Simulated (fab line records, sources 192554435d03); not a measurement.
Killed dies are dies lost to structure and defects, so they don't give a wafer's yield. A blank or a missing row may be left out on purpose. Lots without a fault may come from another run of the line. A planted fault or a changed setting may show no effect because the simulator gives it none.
fab line records | flow n5_finfet | part 1 of 2: steps 1 to 3 of 6
record lots=19 wafers=57 last_day=18
route steps=1938 shown FIN_CUT@173 DUMMY_GATE@235 SPACER0@261
lots that met no fault: from a run of the same line without faults
start_h: hours from the record's first day to the start of the lot's first wafer shown | wait_h: hours since the lot's step before | " the same as in the row above | L1.1+2: a row that stands for several wafers | - no value, or no start given | * or withheld: withheld | < > ~ a bound
route shown NAME@n: a module of which the file shows steps, and the number in the route of the first | usual: mean/standard deviation of fault-free wafers | same: alike in all rows | chamber/n: place in a boat | sites: the reading at each site | _std_site: their standard deviation | _edge_site: outer sites' mean less inner sites' | radius_mm: how far each site lies from the wafer's centre | mask NAME#n: copy n | behind: the tool/chamber that last shaped the wafer | hold: why the lot was held/for how many hours/how that ended | device: the transistor (n, p or np) that didn't switch | end of line: the same wafers' tests at the end of the route | a step without rows: its recipe alone | killed: dies lost to structure and defects at the first sort, not the wafer's yield | map: a wafer's dies, x killed, . not, _ none there
set.NAME: the setting as run; set.NAME@STEP: as run at that earlier step | model.NAME: the simulator's own value behind a step, which no gauge read
steps of the route over a sample of lots; a table a step, a row a wafer
services: from which hour (start_h, from the record's first day; less than 0 if before it) a tool's chamber was out of use, for how many hours, and why
## steps
# step N5_FIN_CUT_CUT_ETCH_26
# recipe chemistry=CH3F/O2 target=SiNx target_depth_a=390 mask_material=SOC time_s=55.7 pressure_mtorr=30 source_w=395 bias_w=73 Ar_flow_sccm=150 CH3F_flow_sccm=30 O2_flow_sccm=20 ion_energy_ev=120
# usual chamber_pressure_mTorr=29.999/0.028 drypump_motor_current_A=5.9/0.3 oes_product_au=0.79/0.098 rf_vpp_V=298.6/2.7 showerhead_plenum_p_Torr=2.03/0.039 throttle_valve_pct=16.33/0.2
# columns lot.wafer tool chamber start_h wait_h chamber_pressure_mTorr drypump_motor_current_A oes_product_au rf_hours_counter_h rf_vpp_V showerhead_plenum_p_Torr throttle_valve_pct
L074.2 rie_diel-05 1 26.88 0.0 30.031 5.9 0.68 259 297.7 2.05 16.43
L074.3 " 3 " " 30.010 6.0 0.74 180 300.4 2.08 16.35
L074.4 " 3 " " 30.001 6.0 0.74 - 298.9 2.08 16.34
L075.1 rie_diel-01 0 33.56 0.0 30.022 6.3 0.70 207 300.8 2.06 16.23
L075.2 " 2 " " 29.978 5.5 0.73 166 303.7 2.07 16.56
L075.3 " 3 " " 30.006 5.8 0.84 74 299.4 1.94 16.46
L077.3 rie_diel-01 0 44.87 0.0 29.996 6.3 0.69 210 300.3 2.06 16.24
L077.4 " 1 " " 30.020 5.9 0.71 189 295.6 1.99 16.35
L077.6 " 1 " " 29.966 5.9 0.71 - 295.8 1.99 16.37
L078.4 rie_diel-05 2 50.90 0.0 29.962 5.5 0.88 27 303.0 2.04 16.15
L078.5 " 1 " " 30.029 5.8 0.98 - 298.6 2.05 15.92
L078.6 " 2 " " 29.994 5.5 0.87 - 302.4 2.04 16.16
L079.2 rie_diel-05 0 56.97 0.0 30.013 6.1 0.96 9 295.5 2.05 16.36
L079.3 " 3 " " 29.917 6.0 0.72 190 298.6 2.08 16.35
L079.6 " 2 " " 30.015 5.5 0.87 - 300.1 2.04 16.18
L080.1 rie_diel-05 2 62.68 0.0 29.960 5.5 0.87 31 302.2 2.03 16.16
L080.3 " 3 " " 30.019 6.0 0.73 192 299.6 2.07 16.36
L080.4 " 0 " " 30.000 6.1 0.94 12 296.4 2.05 16.37
L082.2 rie_diel-01 0 75.27 0.0 29.979 6.3 0.68 219 300.5 2.06 16.25
L082.4 " 1 " " 30.016 5.9 0.70 198 294.1 1.98 16.39
L082.5 " 3 " " 30.023 5.8 0.82 - 298.1 1.93 16.49
L083.3 rie_diel-02 2 82.67 0.0 30.046 6.3 0.70 232 296.9 2.06 16.75
L083.4 " 3 " " 30.005 5.7 0.77 115 298.8 2.01 16.10
L083.5 " 1 " " 29.974 6.4 0.76 - 297.5 2.00 16.52
L084.1 rie_diel-01 2 87.71 0.0 30.003 5.5 0.70 182 303.7 2.07 16.59
L084.5 " 1 " " 29.983 6.0 0.69 - 294.7 1.98 16.38
L084.6 " 0 " " 29.963 6.3 0.69 - 301.6 2.06 16.28
L085.2 rie_diel-02 2 95.03 0.0 29.993 6.3 0.69 236 297.3 2.06 16.77
L085.4 " 0 " " 29.974 5.4 0.84 51 295.8 2.03 16.24
L085.5 " 1 " " 30.069 6.3 0.76 - 298.0 2.00 16.55
L086.2 rie_diel-05 0 102.42 0.0 29.962 6.0 0.93 21 296.1 2.04 16.40
L086.3 " 2 " " 30.022 5.5 0.85 42 300.8 2.03 16.18
L086.6 " 1 " " 29.969 5.9 0.92 - 296.3 2.04 15.95
L087.2 rie_diel-01 3 107.59 0.0 30.012 5.8 0.81 94 298.2 1.93 16.51
L087.3 " 1 " " 30.015 5.9 0.69 207 294.8 1.98 16.41
L087.5 " 1 " " 30.043 5.9 0.69 - 294.7 1.98 16.40
L088.1 rie_diel-01 0 111.66 0.0 30.007 6.3 0.68 228 300.4 2.06 16.28
L088.4 " 3 " " 30.011 5.8 0.81 95 299.5 1.93 16.53
L088.5 " 0 " " 29.978 6.3 0.69 - 301.1 2.06 16.28
L089.2 rie_diel-05 1 116.86 0.0 29.968 5.8 0.92 21 295.7 2.04 15.96
L089.3 " 0 " " 29.984 6.2 0.90 25 296.7 2.04 16.41
L089.6 " 2 " " 29.948 5.5 0.85 - 302.0 2.03 16.19
L090.2 rie_diel-01 2 123.48 0.0 29.961 5.5 0.70 194 302.8 2.06 16.62
L090.3 " 0 " " 29.980 6.3 0.68 232 300.9 2.06 16.29
L090.5 " 0 " " 29.994 6.3 0.68 - 300.3 2.06 16.28
L092.1 rie_diel-01 2 136.41 0.0 29.980 5.5 0.70 197 304.4 2.06 16.62
L092.2 " 1 " " 29.996 5.9 0.69 216 294.9 1.98 16.42
L092.3 " 0 " " 29.976 6.3 0.68 235 300.3 2.06 16.29
L095.2 rie_diel-05 3 153.79 0.0 30.015 6.0 0.71 214 300.1 2.07 16.41
L095.4 " 0 " " 29.982 6.1 0.89 35 295.7 2.04 16.42
L095.6 " 2 " " 30.004 5.5 0.83 - 301.7 2.03 16.21
L096.1 rie_diel-02 1 159.45 0.0 30.035 6.4 0.74 166 297.7 1.99 16.58
L096.2 " 0 " " 30.023 5.4 0.82 73 293.6 2.03 16.29
L096.4 " 1 " " 30.020 6.4 0.74 - 296.4 1.99 16.60
L097.2 rie_diel-02 3 164.80 0.0 30.012 5.7 0.75 144 297.7 2.00 16.15
L097.4 " 1 " " 29.969 6.4 0.75 169 298.7 1.99 16.59
L097.5 " 2 " " 29.975 6.3 1.01 - 297.4 2.05 16.34
# step N5_DUMMY_GATE_ETCH_29
# recipe chemistry=N2/H2 target=underlayer target_depth_a=130 ion_energy_ev=200 pressure_mtorr=30 source_w=840 bias_w=150 n2_flow_sccm=200 h2_flow_sccm=200
# usual chamber_pressure_mTorr=29.999/0.029 drypump_motor_current_A=5.87/0.3 n2_flow_sccm=200.1/0.6 oes_product_au=0.81/0.092 rf_vpp_V=524.9/1.4 showerhead_plenum_p_Torr=2.58/0.044 throttle_valve_pct=17.86/0.25
# columns lot.wafer tool chamber start_h wait_h chamber_pressure_mTorr drypump_motor_current_A n2_flow_sccm oes_product_au rf_hours_counter_h rf_vpp_V showerhead_plenum_p_Torr throttle_valve_pct
L074.2 rie_diel-05 0 46.25 0.0 30.049 6.06 199.1 0.98 6 524.8 2.61 17.92
L074.3 " 2 " " 30.001 5.48 200.3 0.87 25 525.4 2.60 17.73
L074.4 " 1 " " 29.975 5.89 200.2 1.00 0 526.7 2.60 17.37
L075.1 rie_diel-02 2 52.99 0.0 30.045 6.33 198.9 0.71 223 526.0 2.61 18.13
L075.2 " 3 " " 30.032 5.66 199.6 0.78 108 523.8 2.56 17.63
L075.3 " 1 " " 29.961 6.39 200.1 0.78 132 522.1 2.55 18.16
L077.3 rie_diel-02 2 63.73 0.0 29.970 6.33 200.5 0.71 227 527.0 2.61 18.14
L077.4 " 0 " " 30.011 5.43 200.0 0.86 42 524.4 2.59 17.79
L077.6 " 1 " " 30.012 6.35 200.2 0.77 - 523.3 2.55 18.17
L078.4 rie_diel-05 2 68.78 0.1 30.028 5.50 200.0 0.86 - 524.8 2.60 17.72
L078.5 " 0 " " 29.991 6.07 199.8 0.95 - 524.5 2.60 17.92
L078.6 " 1 " " 30.074 5.90 200.4 0.95 - 524.8 2.59 17.37
L079.2 rie_diel-01 2 75.47 0.0 29.975 5.49 199.4 0.71 179 526.5 2.64 18.19
L079.3 " 3 " " 29.993 5.79 199.6 0.82 87 521.8 2.47 18.10
L079.6 " 2 " " 29.997 5.51 199.8 0.72 - 525.9 2.64 18.17
L080.1 rie_diel-05 3 83.27 0.0 30.043 6.03 199.8 0.73 195 526.4 2.64 17.90
L080.3 " 2 " " 29.970 5.48 199.7 0.86 37 526.7 2.60 17.75
L080.4 " 1 " " 29.951 5.88 200.7 0.93 12 523.1 2.59 17.38
L082.2 rie_diel-05 1 95.20 0.0 30.029 5.88 201.0 0.93 15 525.2 2.59 17.39
L082.4 " 0 " " 30.010 6.12 199.7 0.94 - 526.3 2.60 17.94
L082.5 " 1 " " 29.981 5.90 200.3 0.93 - 524.8 2.59 17.41
L083.3 rie_diel-05 0 102.74 0.0 29.947 6.08 200.4 0.93 21 525.0 2.60 17.94
L083.4 " 2 " " 30.021 5.48 200.8 0.84 42 524.4 2.59 17.75
L083.5 " 1 " " 29.995 5.89 199.6 0.92 - 524.9 2.59 17.40
L084.1 rie_diel-05 0 106.56 0.0 30.008 6.13 201.2 0.93 22 524.3 2.60 17.94
L084.5 " 2 " " 29.967 5.47 199.6 0.84 - 525.4 2.59 17.77
L084.6 " 3 " " 29.989 6.03 200.2 0.72 - 526.1 2.64 17.91
L085.2 rie_diel-05 3 115.46 0.0 29.987 6.02 199.8 0.72 204 526.3 2.64 17.91
L085.4 " 2 " " 29.986 5.48 200.2 0.84 45 526.0 2.59 17.76
L085.5 " 0 " " 29.981 6.07 200.3 0.92 - 523.9 2.60 17.97
L086.2 rie_diel-05 2 120.62 0.0 30.021 5.47 199.0 0.84 47 524.5 2.59 17.77
L086.3 " 0 " " 29.969 6.09 200.1 0.93 26 522.8 2.60 17.95
L086.6 " 1 " " 30.045 5.88 201.1 0.92 - 526.1 2.59 17.39
L087.2 rie_diel-01 0 126.01 0.0 29.975 6.34 199.6 0.68 232 525.8 2.61 17.75
L087.3 " 3 " " 30.015 5.77 199.6 0.80 100 521.8 2.46 18.12
L087.5 " 2 " " 30.023 5.51 200.3 0.70 - 526.5 2.63 18.20
L088.1 rie_diel-02 3 129.77 0.0 29.997 5.63 200.2 0.77 131 525.7 2.55 17.66
L088.4 " 0 " " 29.962 5.41 200.6 0.83 62 525.3 2.58 17.85
L088.5 " 3 " " 29.973 5.67 201.0 0.77 - 523.4 2.55 17.65
L089.2 rie_diel-02 3 137.03 0.0 29.961 5.67 199.8 0.76 133 525.5 2.55 17.67
L089.3 " 1 " " 29.984 6.37 199.6 0.76 158 523.9 2.54 18.21
L089.6 " 1 " " 30.036 6.35 200.3 0.76 - 524.4 2.54 18.20
L090.2 rie_diel-05 1 142.40 0.0 29.978 5.87 200.8 0.90 28 526.7 2.59 17.43
L090.3 " 0 " " 30.027 6.09 199.9 0.90 32 526.2 2.59 17.97
L090.5 " 3 " " 30.008 6.04 200.1 0.71 - 527.2 2.63 17.93
L092.1 rie_diel-05 2 154.38 0.0 29.973 5.49 200.3 0.83 56 524.7 2.59 17.77
L092.2 " 1 " " 30.075 5.89 200.5 0.89 31 525.7 2.58 17.41
L092.3 " 3 " " 29.961 6.03 199.7 0.71 214 525.3 2.63 17.95
L095.2 rie_diel-01 0 177.43 0.0 29.974 6.34 199.4 0.66 248 525.6 2.60 17.77
L095.4 " 1 " " 30.009 5.91 199.7 0.69 229 521.8 2.51 17.87
L095.6 " 2 " " 30.022 5.51 200.5 0.69 - 524.8 2.63 18.22
L096.1 rie_diel-01 0 181.33 0.0 29.984 6.36 200.3 0.67 249 524.6 2.60 17.77
L096.2 " 3 " " 30.032 5.78 199.8 0.80 116 522.5 2.46 18.15
L096.4 " 2 " " 29.986 5.51 200.8 0.68 211 525.3 2.62 18.22
L097.2 rie_diel-05 1 189.36 0.0 29.981 5.90 201.1 0.87 40 524.6 2.58 17.44
L097.4 " 3 " " 29.994 6.01 200.7 0.70 223 525.2 2.63 17.97
L097.5 " 2 " " 30.017 5.49 200.1 0.82 - 526.1 2.58 17.81
# step N5_DUMMY_GATE_ETCH_36
# recipe chemistry=CF4 target=SiARC target_depth_a=130 pressure_mtorr=40 source_w=545 bias_w=36 Ar_flow_sccm=100 cf4_flow_sccm=100 ion_energy_ev=80
# usual chamber_pressure_mTorr=40.00/0.036 drypump_motor_current_A=5.86/0.3 oes_product_au=0.81/0.094 rf_vpp_V=184.5/0.88 showerhead_plenum_p_Torr=2.17/0.034 throttle_valve_pct=15.58/0.23
# columns lot.wafer tool chamber start_h wait_h chamber_pressure_mTorr drypump_motor_current_A oes_product_au rf_hours_counter_h rf_vpp_V showerhead_plenum_p_Torr throttle_valve_pct
L074.2 rie_diel-05 0 46.29 0.0 40.03 6.04 0.98 6 184.9 2.19 15.60
L074.3 " 2 " " 39.96 5.49 0.88 25 184.5 2.18 15.37
L074.4 " 1 " " 40.03 5.87 1.00 0 184.0 2.19 15.17
L075.1 rie_diel-02 2 53.03 0.0 39.97 6.31 0.71 223 183.4 2.20 16.00
L075.2 " 3 " " 40.04 5.66 0.78 108 184.2 2.16 15.36
L075.3 " 1 " " 39.99 6.36 0.78 132 183.3 2.15 15.79
L077.3 rie_diel-02 2 63.77 0.0 39.99 6.29 0.71 227 185.6 2.20 16.00
L077.4 " 0 " " 40.02 5.42 0.87 42 183.0 2.18 15.47
L077.6 " 1 " " 40.04 6.36 0.77 - 184.7 2.15 15.80
L078.4 rie_diel-05 2 68.82 0.0 40.03 5.48 0.87 - 183.6 2.17 15.39
L078.5 " 0 " " 40.07 6.12 0.96 - 184.1 2.19 15.60
L078.6 " 1 " " 40.00 5.86 0.96 - 184.3 2.19 15.19
L079.2 rie_diel-01 2 75.51 0.0 40.05 5.49 0.71 179 186.1 2.22 15.89
L079.3 " 3 " " 39.98 5.75 0.82 87 182.7 2.08 15.78
L079.6 " 2 " " 40.04 5.49 0.71 - 185.9 2.22 15.89
L080.1 rie_diel-05 3 83.31 0.0 40.00 6.02 0.72 195 183.2 2.21 15.58
L080.3 " 2 " " 40.04 5.47 0.85 37 184.3 2.17 15.40
L080.4 " 1 " " 40.05 5.86 0.94 12 184.3 2.19 15.18
L082.2 rie_diel-05 1 95.24 0.0 39.98 5.90 0.93 15 185.5 2.19 15.19
L082.4 " 0 " " 39.98 6.09 0.94 - 183.8 2.19 15.59
L082.5 " 1 " " 40.01 5.91 0.94 - 185.0 2.19 15.21
L083.3 rie_diel-05 0 102.78 0.0 39.99 6.11 0.93 21 185.5 2.19 15.62
L083.4 " 2 " " 39.95 5.48 0.84 42 185.5 2.17 15.41
L083.5 " 1 " " 39.97 5.86 0.92 - 184.8 2.19 15.21
L084.1 rie_diel-05 0 106.60 0.0 40.03 6.12 0.93 22 185.4 2.19 15.64
L084.5 " 2 " " 39.97 5.49 0.85 - 184.1 2.17 15.41
L084.6 " 3 " " 40.04 6.03 0.72 - 184.1 2.21 15.59
L085.2 rie_diel-05 3 115.50 0.0 40.00 6.02 0.72 204 183.9 2.20 15.61
L085.4 " 2 " " 40.04 5.49 0.84 45 183.7 2.17 15.42
L085.5 " 0 " " 39.98 6.09 0.92 - 184.0 2.19 15.62
L086.2 rie_diel-05 2 120.66 0.0 40.05 5.49 0.85 47 185.8 2.17 15.41
L086.3 " 0 " " 40.06 6.08 0.92 26 184.3 2.18 15.63
L086.6 " 1 " " 40.02 5.87 0.92 - 184.7 2.19 15.23
L087.2 rie_diel-01 0 126.05 0.0 40.03 6.32 0.67 232 184.4 2.20 15.57
L087.3 " 3 " " 39.95 5.80 0.81 100 184.7 2.08 15.82
L087.5 " 2 " " 39.94 5.49 0.70 - 184.2 2.21 15.91
L088.1 rie_diel-02 3 129.81 0.0 40.05 5.67 0.75 131 184.1 2.15 15.41
L088.4 " 0 " " 40.03 5.45 0.82 62 184.4 2.17 15.49
L088.5 " 3 " " 39.94 5.65 0.76 - 185.4 2.15 15.41
L089.2 rie_diel-02 3 137.07 0.0 40.00 5.64 0.76 133 183.7 2.15 15.40
L089.3 " 1 " " 39.99 6.38 0.76 158 184.4 2.14 15.83
L089.6 " 1 " " 40.03 6.34 0.76 - 184.2 2.14 15.85
L090.2 rie_diel-05 1 142.44 0.0 40.00 5.87 0.90 28 185.4 2.18 15.24
L090.3 " 0 " " 39.98 6.08 0.91 32 185.3 2.18 15.63
L090.5 " 3 " " 39.96 6.02 0.71 - 184.7 2.20 15.59
L092.1 rie_diel-05 2 154.42 0.0 40.01 5.47 0.84 56 184.9 2.17 15.43
L092.2 " 1 " " 40.02 5.88 0.91 32 184.3 2.18 15.24
L092.3 " 3 " " 39.96 6.03 0.71 214 183.0 2.20 15.61
L095.2 rie_diel-01 0 177.47 0.0 40.01 6.34 0.67 248 183.8 2.20 15.59
L095.4 " 1 " " 40.01 5.91 0.69 229 183.4 2.12 15.72
L095.6 " 2 " " 39.97 5.50 0.68 - 185.6 2.21 15.95
L096.1 rie_diel-01 0 181.37 0.0 40.02 6.34 0.66 249 185.4 2.20 15.60
L096.2 " 3 " " 40.00 5.77 0.80 116 183.5 2.07 15.84
L096.4 " 2 " " 39.97 5.48 0.68 211 183.8 2.21 15.93
L097.2 rie_diel-05 1 189.40 0.0 40.01 5.87 0.88 40 185.6 2.18 15.26
L097.4 " 3 " " 39.95 6.01 0.70 223 185.5 2.20 15.63
L097.5 " 2 " " 39.98 5.47 0.82 - 183.9 2.16 15.45
